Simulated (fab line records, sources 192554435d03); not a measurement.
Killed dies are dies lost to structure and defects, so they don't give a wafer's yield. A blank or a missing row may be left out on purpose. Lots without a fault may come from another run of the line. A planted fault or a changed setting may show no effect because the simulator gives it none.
Chamber matching | flow n5_finfet | N5_BEOL_M0_SAQP_DESCUM_45 on rie_diel-02: 4 sister chambers
The step chemistry O2, time 7 s. 4 wafers are shown with their chamber, then 11 later ones without.

WAFERS WITH THEIR CHAMBER
wafer  | chamber | showerhead_plenum_p_Torr (Torr)
L080.2 | 2       | 2.19
L086.2 | 1       | 2.11
L086.3 | 0       | 2.11
L090.1 | 3       | 2.21

WAFERS WITHOUT THEIR CHAMBER
wafer  | showerhead_plenum_p_Torr (Torr)
L090.5 | 2.11
L090.6 | 2.11
L093.2 | 2.21
L093.4 | 2.11
L093.6 | 2.11
L076.2 | 2.11
L076.3 | 2.21
L076.5 | 2.21
L096.1 | 2.11
L096.3 | 2.10
L096.4 | 2.21

WHICH CHAMBER EACH WENT THROUGH
wafer  | from the rows above     | in truth
L090.5 | can't be placed: 0 or 1 | 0
L090.6 | can't be placed: 0 or 1 | 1
L093.2 | 3                       | 3
L093.4 | can't be placed: 0 or 1 | 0
L093.6 | can't be placed: 0 or 1 | 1
L076.2 | can't be placed: 0 or 1 | 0
L076.3 | 3                       | 3
L076.5 | 3                       | 3
L096.1 | can't be placed: 0 or 1 | 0
L096.3 | can't be placed: 0 or 1 | 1
L096.4 | 3                       | 3
Placed correctly: 4 of 11. Can't be placed from these rows: 7 (the true chamber is among the candidates in 7). Placed wrongly: 0.
How it was worked out, from the rows above alone: a wafer's distance from a chamber is the root of the sum, over the readings, of the square of ((its reading less the chamber's mean) divided by the reading's scatter). The wafer belongs to the nearest chamber; if the next one is less than 2 further off, it can't be placed. A chamber's mean is the mean of its shown wafers. The scatter: with one shown wafer a chamber, the root of the mean of the squares of how far each hidden wafer lies from its nearest shown one.
